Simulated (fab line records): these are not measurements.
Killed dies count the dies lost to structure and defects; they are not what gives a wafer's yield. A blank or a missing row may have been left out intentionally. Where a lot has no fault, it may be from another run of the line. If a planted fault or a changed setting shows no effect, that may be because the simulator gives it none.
Comparing a struck lot with a sound one :: flow n5 finfet :: 37 steps out of a route of 1938
Sound: these wafers, L327.1, L327.4, L327.5. The struck wafers were L330.1, L330.5, L330.6. Last of all comes the cause.
Each step with rows lists, per side, the tool, then ch with its chambers, then its first start. Under that, the readings that differ: sound wafers :: struck wafers :: difference of the means :: sigmas: that difference in standard deviations of wafers without a fault.
alike: readings with means less than 2 such deviations apart, plus words and numbers identical on both sides. not compared: withheld readings, readings lacking a value on some wafer, bounds such as >300 that could conceal the same value, and numbers that have no deviation in the record and whose values overlap.
Wherever a step has rows on one side only, a row that says differs or no value, or a row with sigmas, the two part there. Non-overlapping numbers with no deviation appear without sigmas and do not part them. A reading that every wafer of one side lacks parts them only if that side has two wafers or more.

first, 9 steps without rows for these wafers: N5_WELL_APT_HMDS_01 (time 60 s); N5_WELL_APT_COAT_02 (resist thk 950 nm); N5_WELL_APT_EBR_04; N5_WELL_APT_SOFTBAKE_03 (time 60 s); N5_WELL_APT_EXPOSE_05 (exposes mask NWELL, defocus 0 nm, target cd 200 nm); N5_WELL_APT_PEB_06 (peb time 90 s); N5_WELL_APT_DEVELOP_07 (develop time 45 s); N5_WELL_APT_HARDBAKE_12 (time 120 s); N5_WELL_APT_DESCUM_13 (chemistry O2, time 7.9 s).
N5_WELL_APT_IMPLANT_14:
  sound on implanter-02 ch 0, day 3 19:59; struck on implanter-02 ch 0, day 4 13:47
reading: dose ions cm2
sound: 1.4993e+13 1.4993e+13 1.5011e+13
struck: 1.7517e+13 1.7544e+13 1.7539e+13
difference: +2.5343e+12
sigmas: +99 or more

reading: faraday current uA
sound: 191 193 195
struck: 221 212 221
difference: +25
sigmas: +6
then, 25 steps without rows for these wafers: N5_WELL_APT_IMPLANT_15; N5_WELL_APT_STRIP_16 (strips in SPM, time 900 s); N5_WELL_APT_HMDS_18 (time 60 s); N5_WELL_APT_COAT_19 (resist thk 950 nm); N5_WELL_APT_EBR_21; N5_WELL_APT_SOFTBAKE_20 (time 60 s); N5_WELL_APT_EXPOSE_22 (exposes mask PWELL, defocus 0 nm, target cd 200 nm); N5_WELL_APT_PEB_23 (peb time 90 s); N5_WELL_APT_DEVELOP_24 (develop time 45 s); N5_WELL_APT_HARDBAKE_29 (time 120 s); N5_WELL_APT_DESCUM_30 (chemistry O2, time 7.9 s); N5_WELL_APT_IMPLANT_31; N5_WELL_APT_IMPLANT_32; N5_WELL_APT_STRIP_33 (strips in SPM, time 900 s); N5_WELL_APT_RTA_34 (time 10 s); N5_WELL_APT_OXIDE_STRIP_42 (strips SiO2 in dHF, time 45 s, target depth 12 nm); N5_WELL_APT_PRECLEAN_36 (cleans in O3/DIW, time 45 s); N5_WELL_APT_PRECLEAN_39 (cleans in dHF, time 60 s); N5_WELL_APT_SRD_37 (time 30 s); N5_WELL_APT_EPI_41 (deposits Si from SiH4/H2, target thk 50 nm, time 297.7 s); N5_PMOS_HMC_CHANNEL_EPI_HM_DEP_34 (deposits SiO2 from TEOS/O2, target thk 36 nm, time 6.9 s); N5_PMOS_HMC_CHANNEL_EPI_COAT_31 (time 60 s, resist thk 66 nm); N5_PMOS_HMC_CHANNEL_EPI_COAT_03 (resist thk 205 nm); N5_PMOS_HMC_CHANNEL_EPI_EBR_05; N5_PMOS_HMC_CHANNEL_EPI_SOFTBAKE_04 (time 60 s).
-- record jumps: 9 days separate the struck wafers' starts on either side; left off in module PMOS_HMC_CHANNEL_EPI, taken up again in module BEOL_M4, whose first shown step is the route's number 1111 --
N5_BEOL_M4_RC_MEAS_101:
  sound on prober-01 ch 0, day 14 01:27; struck on prober-02 ch 0, day 13 09:08
reading: RS_NWELL (ohm/sq)
sound: 1044 1037 1044
struck: 953 946 951
difference: -92
sigmas: -13
  alike: DIBL_N, DIBL_P, IOFF_N, IOFF_P, ION_N, ION_P, SS_N, SS_P, VT_N, VT_P
then, 1 step without rows for these wafers: N5_PASSIVATION_PROBE_49.

== WHERE THEY PART ==
Earliest at N5_WELL_APT_IMPLANT_14; latest, in this record, at N5_BEOL_M4_RC_MEAS_101.

WHY: what had been put in by the simulator
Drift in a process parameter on implanter-02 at N5_WELL_APT_IMPLANT_14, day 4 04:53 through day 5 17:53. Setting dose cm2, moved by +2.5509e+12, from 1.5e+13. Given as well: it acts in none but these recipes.
